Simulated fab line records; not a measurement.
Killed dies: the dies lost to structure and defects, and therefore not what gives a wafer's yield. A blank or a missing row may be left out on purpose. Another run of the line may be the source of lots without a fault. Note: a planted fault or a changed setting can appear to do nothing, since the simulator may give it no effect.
fab line records	flow nand-harc
[record] lots = 6	wafers = 18	last-day = 30
route steps=1302 shown P_ZERO_WELL@14
lots that met no fault: taken from a fault-free run of the same line
start-h: hours from the record's opening day to when the first of the lot's shown wafers began	wait-h: hours elapsed since this lot's preceding step	" the same as in the row above	L1.1+2: a row that stands for several wafers	- value missing, or start not given	* or withheld: withheld	< > ~ a bound
route shown NAME@n: names a module that has steps shown in the file, with the first one's number in the route	usual: mean/standard deviation of fault-free wafers	same: alike in all rows	chamber/n: place in a boat	sites: readings site by site	_std_site: standard deviation of those values	_edge_site: mean of outer sites minus mean of inner sites	radius-mm: how far each site lies from the wafer's centre	mask NAME#n: copy n	behind: the last tool/chamber to shape the wafer	hold: why the lot was held/for how many hours/how that ended	device: which transistor (n, p or np) failed to switch	end of line: the tests these same wafers got at the end of their route	for a step that has no rows: nothing shown but its recipe	killed: count of dies lost to structure and defects at first sort (not the wafer's yield)	map: dies across one wafer; x = killed, . = not, _ = none there
set.NAME: the setting the step ran with; set.NAME@STEP: the setting that earlier step ran with	model.NAME: the simulator's own value behind a step, which no gauge read
certain route steps with their lots: each step a table, each wafer a row
services: from which hour (start-h, from the record's first day; less than 0 if before it) a tool's chamber was out of use, for how many hours, and why
[[steps]]
[step NHARC_P_ZERO_WELL_CD_MEAS_11]
[recipe] target-cd-nm = 500	landing-energy-ev = 500
[usual] cd-nm = 500.5/1.9
lot.wafer	tool	chamber	start-h	wait-h	cd-nm
L302.3	cd-sem-02	0	41.14	-	500.5
L302.4	"	0	"	"	495.5
L302.5	"	0	"	"	497.0
L307.1	cd-sem-01	0	91.58	-	500.8
L307.3	"	0	"	"	503.5
L307.6	"	0	"	"	499.8
L308.2	cd-sem-02	0	101.24	-	503.2
L308.5	"	0	"	"	501.0
L308.6	"	0	"	"	501.4
L314.1	cd-sem-02	0	161.24	-	500.6
L314.5	"	0	"	"	500.3
L314.6	"	0	"	"	501.7
L322.1	cd-sem-02	0	241.25	-	503.5
L322.3	"	0	"	"	504.3
L322.6	"	0	"	"	501.8
L323.3	cd-sem-03	0	251.25	-	500.2
L323.4	"	0	"	"	503.7
L323.6	"	0	"	"	498.7
[step NHARC_P_ZERO_WELL_HARDBAKE_12]
[recipe] temp-c = 118	time-s = 65
[step NHARC_P_ZERO_WELL_DESCUM_13]
[recipe] time-s = 3	o2-flow-sccm = 200	ar-flow-sccm = 0	bias-power-w = 0	chemistry = O2
[usual] chamber-pressure-mTorr = 59.99/0.14	drypump-motor-current-A = 6.0/0.47	o2-flow-sccm = 200.1/0.56	oes-product-au = 1.003/0.0094	rf-vpp-V = 57.7/0.87	showerhead-plenum-p-Torr = 1.91/0.074	throttle-valve-pct = 11.311/0.0086
lot.wafer	tool	chamber	start-h	wait-h	chamber-pressure-mTorr	drypump-motor-current-A	o2-flow-sccm	oes-product-au	rf-hours-counter-h	rf-vpp-V	showerhead-plenum-p-Torr	throttle-valve-pct
L302.3	rie-diel-03	1	41.31	-	60.00	5.6	199.5	0.987	35	58.0	2.01	11.302
L302.4	"	2	"	"	59.90	6.6	199.6	1.005	33	56.4	1.82	11.321
L302.5	"	1	"	"	59.93	5.6	199.4	1.006	-	58.7	2.01	11.310
L307.3	rie-diel-05	0	91.75	-	60.05	6.7	201.2	1.004	10	56.6	1.80	11.302
L307.1	"	1	"	"	59.93	6.2	200.3	0.991	8	58.5	2.02	11.322
L307.6	"	2	"	"	60.01	5.8	200.5	1.005	-	57.8	1.89	11.302
L308.2	rie-diel-05	2	101.40	-	59.98	5.8	201.3	1.004	13	57.7	1.89	11.312
L308.5	"	1	"	"	60.03	6.2	199.3	0.993	-	57.7	2.02	11.304
L308.6	"	2	"	"	60.09	5.9	200.6	1.000	-	56.7	1.89	11.312
L314.1	rie-diel-03	3	161.40	-	59.93	6.3	200.5	1.013	14	57.5	1.94	11.314
L314.5	"	2	"	"	59.99	6.6	199.5	1.000	-	57.9	1.81	11.304
L314.6	"	3	"	"	59.98	6.4	200.4	1.011	-	58.3	1.94	11.304
L322.3	rie-diel-03	3	241.40	-	59.98	6.3	198.4	1.010	42	57.8	1.93	11.324
L322.1	"	2	"	"	60.04	6.6	199.3	1.007	45	57.8	1.80	11.312
L322.6	"	0	"	"	60.00	5.7	200.6	0.985	-	59.1	1.96	11.298
L323.4	rie-diel-02	3	251.41	-	60.00	6.1	200.7	1.006	12	58.4	1.91	11.323
L323.3	"	0	"	"	60.04	5.6	200.7	0.989	16	57.8	1.97	11.323
L323.6	"	2	"	"	59.97	6.0	200.9	0.995	-	57.6	1.81	11.321
[step NHARC_P_ZERO_WELL_ETCH_65]
[recipe] target-depth-a = 800	overetch-a = 240	time-s = 87.88	ion-energy-ev = 200	n2-flow-sccm = 150	h2-flow-sccm = 150	ar-flow-sccm = 0	rf-w = 400	bias-w = 150	chemistry = N2/H2
[usual] chamber-pressure-mTorr = 29.999/0.027	drypump-motor-current-A = 6.0/0.47	oes-product-au = 1.004/0.0096	rf-vpp-V = 430.6/2.5	showerhead-plenum-p-Torr = 2.04/0.084	throttle-valve-pct = 14.171/0.0092
lot.wafer	tool	chamber	start-h	wait-h	chamber-pressure-mTorr	drypump-motor-current-A	oes-product-au	rf-hours-counter-h	rf-vpp-V	showerhead-plenum-p-Torr	throttle-valve-pct
L302.3	rie-diel-03	2	41.41	0.1	30.009	6.6	1.000	33	427.7	1.94	14.164
L302.4	"	0	"	"	29.984	5.7	1.006	30	433.3	2.11	14.179
L302.5	"	3	"	"	30.041	6.3	1.005	-	432.8	2.08	14.177
L307.3	rie-diel-05	2	91.83	0.1	30.029	5.8	1.002	8	429.5	2.01	14.179
L307.1	"	3	"	"	30.014	5.2	1.005	10	430.9	2.09	14.167
L307.6	"	0	"	"	30.012	6.7	0.993	-	425.4	1.92	14.178
L308.2	rie-diel-05	2	101.59	0.2	30.004	5.8	1.019	13	430.1	2.01	14.172
L308.5	"	0	"	"	29.948	6.7	1.009	-	428.0	1.92	14.165
L308.6	"	1	"	"	30.015	6.2	0.986	-	434.9	2.16	14.173
L314.1	rie-diel-03	3	161.49	0.1	30.004	6.3	1.001	14	430.2	2.07	14.172
L314.5	"	2	"	"	30.038	6.6	1.011	-	428.5	1.93	14.169
L314.6	"	3	"	"	29.965	6.3	1.013	-	429.8	2.07	14.170
L322.3	rie-diel-03	3	241.50	0.1	29.999	6.3	1.016	42	430.1	2.06	14.173
L322.1	"	0	"	"	30.001	5.7	1.007	43	431.0	2.09	14.174
L322.6	"	2	"	"	30.010	6.7	1.006	-	427.1	1.92	14.168
L323.4	rie-diel-02	0	251.50	0.1	29.993	5.6	0.989	16	432.1	2.10	14.190
L323.3	"	1	"	"	29.970	5.9	0.993	14	428.0	1.98	14.153
L323.6	"	3	"	"	30.023	6.1	1.004	-	430.8	2.04	14.182
[step NHARC_P_ZERO_WELL_ETCH_62]
[recipe] target-depth-a = 130	time-s = 6.5	chf3-flow-sccm = 50	ar-flow-sccm = 200	rf-w = 500	bias-w = 200	chemistry = CHF3/Ar
[usual] chamber-pressure-mTorr = 24.999/0.023	drypump-motor-current-A = 6.0/0.47	oes-product-au = 0.958/0.018	rf-vpp-V = 370.6/2.2	showerhead-plenum-p-Torr = 2.34/0.091	throttle-valve-pct = 20.216/0.0091
lot.wafer	tool	chamber	start-h	wait-h	chamber-pressure-mTorr	drypump-motor-current-A	oes-product-au	rf-hours-counter-h	rf-vpp-V	showerhead-plenum-p-Torr	throttle-valve-pct
L302.3	rie-diel-03	1	-	-	24.994	5.6	0.945	35	373.0	2.46	20.228
L302.4	"	2	"	"	25.004	6.6	0.945	33	368.2	2.24	20.208
L302.5	"	2	"	"	24.996	6.6	0.939	-	368.4	2.24	20.207
L307.3	rie-diel-05	1	-	-	25.037	6.2	0.974	8	373.3	2.47	20.212
L307.1	"	2	"	"	24.997	5.8	0.967	8	368.5	2.31	20.235
L307.6	"	0	"	"	24.998	6.7	0.977	-	368.2	2.22	20.219
L308.2	rie-diel-05	1	-	-	25.009	6.2	0.943	15	373.4	2.47	20.228
L308.5	"	0	"	"	24.988	6.7	0.953	-	368.7	2.21	20.204
L308.6	"	1	"	"	25.008	6.2	0.950	-	372.9	2.47	20.227
L314.1	rie-diel-03	1	-	-	24.977	5.6	0.983	16	373.2	2.45	20.212
L314.6	"	2	"	"	24.986	6.6	0.961	-	367.9	2.22	20.216
L314.5	"	3	"	"	25.007	6.3	0.972	-	371.4	2.38	20.220
L322.3	rie-diel-03	0	-	-	24.981	5.7	0.962	43	373.3	2.40	20.215
L322.1	"	1	"	"	24.943	5.6	0.980	45	374.4	2.44	20.217
L322.6	"	0	"	"	24.991	5.7	0.963	-	370.1	2.40	20.225
L323.4	rie-diel-02	2	-	-	25.009	6.0	0.924	10	367.2	2.23	20.215
L323.3	"	0	"	"	24.993	5.6	0.922	16	371.1	2.41	20.229
L323.6	"	2	"	"	25.037	6.0	0.927	-	368.6	2.23	20.211
[step NHARC_P_ZERO_WELL_ETCH_63]
[recipe] target-depth-a = 1200	time-s = 40.1	hbr-flow-sccm = 150	cl2-flow-sccm = 50	rf-w = 400	icp-w = 400	bias-w = 100	chemistry = HBr/Cl2
[usual] chamber-pressure-mTorr = 15.000/0.012	drypump-motor-current-A = 5.8/0.46	mfc-cl2-sccm = 50.01/0.16	oes-product-au = 0.996/0.01	throttle-valve-pct = 26.407/0.0091
lot.wafer	tool	chamber	start-h	wait-h	chamber-pressure-mTorr	drypump-motor-current-A	mfc-cl2-sccm	oes-product-au	rf-hours-counter-h	throttle-valve-pct
L302.3	rie-si-05	2	41.61	-	15.009	5.8	49.99	0.980	0.40	26.403
L302.4	"	3	"	"	14.997	5.3	49.89	1.015	-	26.412
L302.5	"	0	"	"	15.015	6.1	50.08	0.994	-	26.404
L307.3	rie-si-04	3	92.09	-	14.993	6.0	50.06	1.002	0.54	26.402
L307.1	"	1	"	"	14.987	5.6	49.76	0.995	0.53	26.403
L307.6	"	2	"	"	14.999	5.4	49.86	0.995	-	26.403
L308.2	rie-si-01	2	101.79	-	14.997	4.9	50.17	0.990	0.51	26.407
L308.5	"	0	"	"	14.976	5.9	49.82	0.992	-	26.420
L308.6	"	1	"	"	15.005	6.6	49.92	0.996	-	26.410
L314.1	rie-si-04	1	161.73	-	15.011	5.7	50.30	0.997	0.92	26.410
L314.5	"	0	"	"	14.995	6.4	50.17	0.996	-	26.408
L314.6	"	1	"	"	14.995	5.7	50.11	0.987	-	26.422
L322.3	rie-si-05	0	241.68	-	14.986	6.0	49.97	1.005	0.74	26.398
L322.1	"	2	"	"	15.010	5.9	50.05	0.981	0.75	26.401
L322.6	"	3	"	"	14.980	5.3	50.05	1.013	-	26.404
L323.3	rie-si-04	1	251.66	-	14.992	5.7	49.78	0.981	0.53	26.409
L323.4	"	2	"	"	14.990	5.4	49.84	0.987	0.29	26.407
L323.6	"	2	"	"	14.984	5.4	49.95	0.999	-	26.419
[step NHARC_P_ZERO_WELL_STRIP_15]
[recipe] time-s = 900	temp-c = 130	chemistry = SPM
[step NHARC_P_ZERO_WELL_DEHYDRATE_16]
[recipe] temp-c = 150	time-s = 120
[step NHARC_P_ZERO_WELL_HMDS_17]
[recipe] time-s = 30
[step NHARC_P_ZERO_WELL_COAT_18]
[recipe] spin-rpm = withheld
[step NHARC_P_ZERO_WELL_SOFTBAKE_19]
[recipe] temp-c = 122	time-s = 95
[step NHARC_P_ZERO_WELL_EBR_20]
[step NHARC_P_ZERO_WELL_EXPOSE_21]
[recipe] na = 0.6	target-cd-nm = 720	dose-mj = 22.31	mask-id = P_NWELL
[usual] exposure-dose-mJ-cm2 = 22.311/0.021	focus-offset-nm = 0.0/0.54
lot.wafer	tool	chamber	start-h	wait-h	mask	exposure-dose-mJ-cm2	focus-offset-nm
L302.3	krf-scanner-03	0	42.42	-	P_NWELL#0	22.341	-0.4
L302.4	"	0	"	"	P_NWELL#0	22.278	-0.5
L302.5	"	0	"	"	P_NWELL#0	22.324	0.6
L307.1	krf-scanner-04	0	92.86	-	P_NWELL#0	22.331	0.2
L307.3	"	0	"	"	P_NWELL#0	22.316	0.7
L307.6	"	0	"	"	P_NWELL#0	22.339	0.5
L308.2	krf-scanner-03	0	102.53	-	P_NWELL#0	22.303	-0.6
L308.5	"	0	"	"	P_NWELL#0	22.292	0.3
L308.6	"	0	"	"	P_NWELL#0	22.311	-0.4
L314.1	krf-scanner-03	0	162.49	-	P_NWELL#0	22.321	0.6
L314.5	"	0	"	"	P_NWELL#0	22.302	0.1
L314.6	"	0	"	"	P_NWELL#0	22.312	0.2
L322.1	krf-scanner-02	-	242.31	-	P_NWELL#0	-	-
L322.3	"	-	"	"	P_NWELL#0	-	-
L322.6	"	-	"	"	P_NWELL#0	-	-
L323.3	krf-scanner-03	-	252.44	-	P_NWELL#0	-	-
L323.4	"	-	"	"	P_NWELL#0	-	-
L323.6	"	-	"	"	P_NWELL#0	-	-
[step NHARC_P_ZERO_WELL_PEB_22]
[recipe] peb-temp-c = 118	peb-time-s = 85
[step NHARC_P_ZERO_WELL_DEVELOP_23]
[recipe] time-s = 70
[step NHARC_P_ZERO_WELL_CD_MEAS_24]
[recipe] target-cd-nm = 720	landing-energy-ev = 500
[usual] cd-nm = 719.8/1.9
lot.wafer	tool	chamber	start-h	wait-h	cd-nm
L302.3	cd-sem-03	0	42.57	-	720.4
L302.4	"	0	"	"	717.5
L302.5	"	0	"	"	717.9
L307.1	cd-sem-01	0	93.01	-	720.7
L307.3	"	0	"	"	718.1
L307.6	"	0	"	"	719.6
L308.2	cd-sem-01	0	102.69	-	721.6
L308.5	"	0	"	"	721.8
L308.6	"	0	"	"	722.6
L314.1	cd-sem-02	0	162.65	-	717.5
L314.5	"	0	"	"	717.0
L314.6	"	0	"	"	717.3
L322.1	cd-sem-01	0	242.46	-	-
L322.3	"	0	"	"	-
L322.6	"	0	"	"	-
L323.3	cd-sem-02	0	252.59	-	-
L323.4	"	0	"	"	-
L323.6	"	0	"	"	-
[step NHARC_P_ZERO_WELL_HARDBAKE_25]
[recipe] temp-c = 125	time-s = 80
[step NHARC_P_ZERO_WELL_DESCUM_26]
[recipe] time-s = 3	o2-flow-sccm = 200	ar-flow-sccm = 0	bias-power-w = 0	chemistry = O2
[usual] chamber-pressure-mTorr = 60.00/0.057	drypump-motor-current-A = 6.0/0.43	o2-flow-sccm = 200.1/0.55	oes-product-au = 1.002/0.01	rf-vpp-V = 57.8/0.85	showerhead-plenum-p-Torr = 1.92/0.071	throttle-valve-pct = 11.312/0.0087
lot.wafer	tool	chamber	start-h	wait-h	chamber-pressure-mTorr	drypump-motor-current-A	o2-flow-sccm	oes-product-au	rf-hours-counter-h	rf-vpp-V	showerhead-plenum-p-Torr	throttle-valve-pct	model.P_ZERO_WELL.cd-nm
L302.4	rie-diel-05	2	42.78	-	59.96	5.8	200.5	1.008	53	56.9	1.89	11.325	718.1
L302.3	"	3	"	"	59.93	5.2	200.1	1.012	56	57.6	1.96	11.305	720.2
L302.5	"	1	"	"	59.95	6.2	201.1	0.998	-	57.8	2.03	11.318	718.3
L307.3	rie-diel-03	0	93.17	-	59.93	5.7	199.6	1.017	47	56.3	1.97	11.307	717.8
L307.1	"	1	"	"	59.98	5.6	199.6	1.005	47	57.8	2.01	11.306	719.8
L307.6	"	0	"	"	59.95	5.6	199.6	1.022	-	58.3	1.97	11.324	718.8
L308.2	rie-diel-02	1	102.86	-	60.00	5.9	199.9	0.998	16	57.9	1.87	11.315	722
L308.6	"	0	"	"	60.07	5.6	199.5	1.001	-	59.2	1.99	11.307	722.6
L308.5	"	1	"	"	59.97	6.0	200.1	0.999	-	58.6	1.87	11.306	721.3
L314.1	rie-diel-05	3	162.81	-	60.01	5.2	200.8	1.005	31	57.2	1.95	11.312	717.2
L314.5	"	0	"	"	60.10	6.7	200.8	1.005	-	57.2	1.80	11.305	717.6
L314.6	"	1	"	"	60.05	6.2	199.7	0.973	-	58.7	2.02	11.320	718.2
L322.3	rie-diel-05	3	242.79	-	60.08	5.2	199.9	0.989	1	57.0	1.94	11.316	503.9
L322.1	"	0	"	"	59.93	6.7	200.8	1.006	1	57.7	1.79	11.318	502.7
L322.6	"	2	"	"	59.98	5.8	199.9	0.991	-	56.8	1.87	11.326	500.6
L323.3	rie-diel-03	2	252.76	-	59.94	6.6	199.9	1.008	52	56.9	1.80	11.302	499.9
L323.4	"	0	"	"	60.00	5.6	200.0	0.998	47	57.9	1.96	11.304	502.5
L323.6	"	1	"	"	60.01	5.6	199.9	1.013	-	57.7	1.99	11.304	499.1
[step NHARC_P_ZERO_WELL_IMPLANT_27]
[recipe] energy-kev = 600	dose-cm2 = 1e+13	tilt-deg = 7
[step NHARC_P_ZERO_WELL_IMPLANT_57]
[recipe] energy-kev = 250	dose-cm2 = 4e+12	tilt-deg = 7
[step NHARC_P_ZERO_WELL_IMPLANT_58]
[recipe] energy-kev = 100	dose-cm2 = 2e+12	tilt-deg = 7
[step NHARC_P_ZERO_WELL_STRIP_28]
[recipe] time-s = 840	temp-c = 130	chemistry = SPM
[step NHARC_P_ZERO_WELL_DEHYDRATE_29]
[recipe] temp-c = 150	time-s = 120
[step NHARC_P_ZERO_WELL_HMDS_30]
[recipe] time-s = 30
[step NHARC_P_ZERO_WELL_COAT_31]
[recipe] spin-rpm = withheld
[step NHARC_P_ZERO_WELL_SOFTBAKE_32]
[recipe] temp-c = 122	time-s = 95
[step NHARC_P_ZERO_WELL_EBR_33]
[step NHARC_P_ZERO_WELL_EXPOSE_34]
[recipe] na = 0.6	target-cd-nm = 720	dose-mj = 22.31	mask-id = P_PWELL
[step NHARC_P_ZERO_WELL_PEB_35]
[recipe] peb-temp-c = 118	peb-time-s = 85
[step NHARC_P_ZERO_WELL_DEVELOP_36]
[recipe] time-s = 70
[step NHARC_P_ZERO_WELL_CD_MEAS_37]
[recipe] target-cd-nm = 720	landing-energy-ev = 500
[usual] cd-nm = 720.1/2.5
lot.wafer	tool	chamber	start-h	wait-h	cd-nm
L302.3	cd-sem-01	0	44.24	-	724.0
L302.4	"	0	"	"	724.0
L302.5	"	0	"	"	725.7
L307.1	cd-sem-01	0	94.53	-	721.2
L307.3	"	0	"	"	721.6
L307.6	"	0	"	"	719.6
L308.2	cd-sem-03	0	104.34	-	722.2
L308.5	"	0	"	"	720.0
L308.6	"	0	"	"	724.1
L314.1	cd-sem-03	0	164.30	-	716.0
L314.5	"	0	"	"	718.4
L314.6	"	0	"	"	715.6
L322.1	cd-sem-01	0	244.25	-	718.8
L322.3	"	0	"	"	719.7
L322.6	"	0	"	"	718.2
L323.3	cd-sem-02	0	254.11	-	720.9
L323.4	"	0	"	"	721.7
L323.6	"	0	"	"	722.6
[step NHARC_P_ZERO_WELL_HARDBAKE_38]
[recipe] temp-c = 125	time-s = 80
[step NHARC_P_ZERO_WELL_DESCUM_39]
[recipe] time-s = 3	o2-flow-sccm = 200	ar-flow-sccm = 0	bias-power-w = 0	chemistry = O2
[usual] chamber-pressure-mTorr = 60.00/0.052	drypump-motor-current-A = 6.0/0.44	o2-flow-sccm = 200.1/0.6	oes-product-au = 1.001/0.0096	rf-vpp-V = 57.9/0.92	showerhead-plenum-p-Torr = 1.91/0.074	throttle-valve-pct = 11.310/0.0094
lot.wafer	tool	chamber	start-h	wait-h	chamber-pressure-mTorr	drypump-motor-current-A	o2-flow-sccm	oes-product-au	rf-hours-counter-h	rf-vpp-V	showerhead-plenum-p-Torr	throttle-valve-pct
L302.3	rie-diel-03	1	44.42	-	60.01	5.6	200.0	0.994	36	57.4	2.01	11.322
L302.4	"	2	"	"	59.96	6.6	200.0	1.000	34	57.7	1.82	11.329
L302.5	"	3	"	"	60.02	6.3	201.3	1.009	-	57.2	1.95	11.327
L307.3	rie-diel-05	3	94.72	-	60.03	5.2	199.5	1.002	11	58.5	1.96	11.299
L307.1	"	0	"	"	60.09	6.7	200.2	1.002	11	56.9	1.80	11.305
L307.6	"	1	"	"	60.02	6.2	200.9	0.993	-	57.1	2.02	11.324
L308.2	rie-diel-05	0	104.52	-	59.99	6.6	200.2	0.995	17	56.3	1.80	11.311
L308.5	"	2	"	"	60.12	5.8	200.0	1.005	-	57.3	1.89	11.311
L308.6	"	3	"	"	59.89	5.2	199.5	1.001	-	58.9	1.95	11.303
L314.1	rie-diel-05	0	164.46	-	59.93	6.7	200.5	0.997	34	58.3	1.80	11.306
L314.6	"	0	"	"	59.99	6.7	200.5	0.999	-	57.4	1.80	11.315
L314.5	"	3	"	"	60.07	5.2	200.5	0.996	-	56.9	1.95	11.296
L322.3	rie-diel-02	0	245.01	-	60.03	5.6	200.3	0.982	13	56.8	1.97	11.312
L322.1	"	1	"	"	60.02	6.0	199.6	0.991	11	58.4	1.86	11.313
L322.6	"	3	"	"	60.04	6.1	199.6	1.008	-	59.1	1.91	11.316
L323.3	rie-diel-03	2	254.28	-	60.02	6.6	200.3	1.011	52	58.0	1.80	11.304
L323.4	"	3	"	"	60.02	6.3	200.2	1.011	46	58.0	1.93	11.302
L323.6	"	1	"	"	60.08	5.6	199.9	1.009	-	57.8	1.99	11.297
[step NHARC_P_ZERO_WELL_IMPLANT_40]
[recipe] energy-kev = 300	dose-cm2 = 1e+13	tilt-deg = 7
[step NHARC_P_ZERO_WELL_IMPLANT_59]
[recipe] energy-kev = 120	dose-cm2 = 5e+12	tilt-deg = 7
[step NHARC_P_ZERO_WELL_IMPLANT_60]
[recipe] energy-kev = 30	dose-cm2 = 2e+12	tilt-deg = 7
[step NHARC_P_ZERO_WELL_STRIP_41]
[recipe] time-s = 840	temp-c = 130	chemistry = SPM
[step NHARC_P_ZERO_WELL_DEHYDRATE_44]
[recipe] temp-c = 150	time-s = 120
[step NHARC_P_ZERO_WELL_HMDS_45]
[recipe] time-s = 30
[step NHARC_P_ZERO_WELL_COAT_46]
[recipe] spin-rpm = withheld
[step NHARC_P_ZERO_WELL_SOFTBAKE_47]
[recipe] temp-c = 122	time-s = 95
[step NHARC_P_ZERO_WELL_EBR_48]
[step NHARC_P_ZERO_WELL_INSPECT_43]
[usual] raw-defect-count = 14/6.1
lot.wafer	tool	chamber	start-h	wait-h	raw-defect-count
L302.3	defect-inspect-01	-	47.80	0.4	11
L302.4	"	-	"	"	16
L302.5	"	-	"	"	9
L307.1	defect-inspect-02	-	97.98	0.6	12
L307.3	"	-	"	"	12
L307.6	"	-	"	"	22
L308.2	defect-inspect-02	-	107.80	0.5	24
L308.5	"	-	"	"	35
L308.6	"	-	"	"	21
L314.1	defect-inspect-02	-	167.80	0.6	8
L314.5	"	-	"	"	11
L314.6	"	-	"	"	13
L322.1	defect-inspect-02	-	248.14	0.6	1073
L322.3	"	-	"	"	1100
L322.6	"	-	"	"	1023
L323.3	defect-inspect-01	-	257.55	0.4	1076
L323.4	"	-	"	"	1104
L323.6	"	-	"	"	1130
[[services]]
tool	chamber	start-h	hours	kind
rie-diel-02	3	35.71	4.8	repair
rie-si-05	1	39.49	151.0	repair
rie-diel-02	-	39.70	9.0	pm
rie-si-04	1	42.15	4.5	repair
rie-diel-05	3	43.36	10.7	repair
rie-diel-05	0	44.80	4.6	repair
krf-scanner-03	-	52.00	4.0	pm
rie-diel-05	-	52.83	9.0	pm
rie-diel-03	1	67.25	18.6	repair
rie-diel-02	2	76.54	8.5	repair
rie-diel-03	3	78.72	6.5	repair
rie-diel-02	3	85.74	1.2	repair
rie-diel-03	-	104.30	9.0	pm
rie-si-04	0	105.38	2.6	repair
krf-scanner-03	-	118.23	0.6	repair
rie-diel-05	2	161.92	3.4	repair
rie-si-04	-	165.00	9.0	pm
rie-si-04	2	189.59	17.7	repair
rie-diel-03	1	214.80	2.8	repair
rie-diel-02	-	217.30	9.0	pm
krf-scanner-03	-	224.00	4.0	pm
rie-diel-05	-	229.85	9.0	pm
rie-diel-02	-	233.59	0.1	repair
rie-diel-05	-	243.11	18.7	repair
[[key]]
[first-sign] step = NHARC_P_ZERO_WELL_EXPOSE_21	reading = tool-record	direction = missing
[effect] step = NHARC_P_ZERO_WELL_CD_MEAS_24	reading = cd-nm	direction = missing
[effect] step = NHARC_P_ZERO_WELL_INSPECT_43	reading = raw-defect-count	direction = up	sigmas = 99+	usual = 14	struck = 1084
[model-effect] step = NHARC_P_ZERO_WELL_DESCUM_26	value = P_ZERO_WELL.cd-nm	without = 718.7	struck = 501.5
met-at NHARC_P_ZERO_WELL_EXPOSE_21
struck-wafers L322.1,L322.3,L322.6,L323.3,L323.4,L323.6
later-rows-left-out L322.1,L322.3,L322.6,L323.3,L323.4,L323.6
sort-left-out L322.1,L322.3,L322.6,L323.3,L323.4,L323.6
tester-left-out L322,L323
onset-between 162.49 242.31
[fault] kind = skipped-step-whole	tool = krf-scanner-02,krf-scanner-03	chamber = -	onset-h = 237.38	steps = NHARC_P_ZERO_WELL_EXPOSE_21	scope = struck-lots-only
// tester-left-out: of these lots the tester's yield and bins aren't shown, on N5 and GAA mostly nor the transistor test; their killed dies are dies lost to structure and defects alone, not to doping, threshold or leakage, so they don't give the yield
// sort-left-out: the simulated sort isn't trusted on such a fault, so these wafers' sort isn't shown, and their yield isn't known
// later-rows-left-out: the simulator's readings of these wafers behind a module that went badly wrong aren't trusted and aren't shown, but for the sort
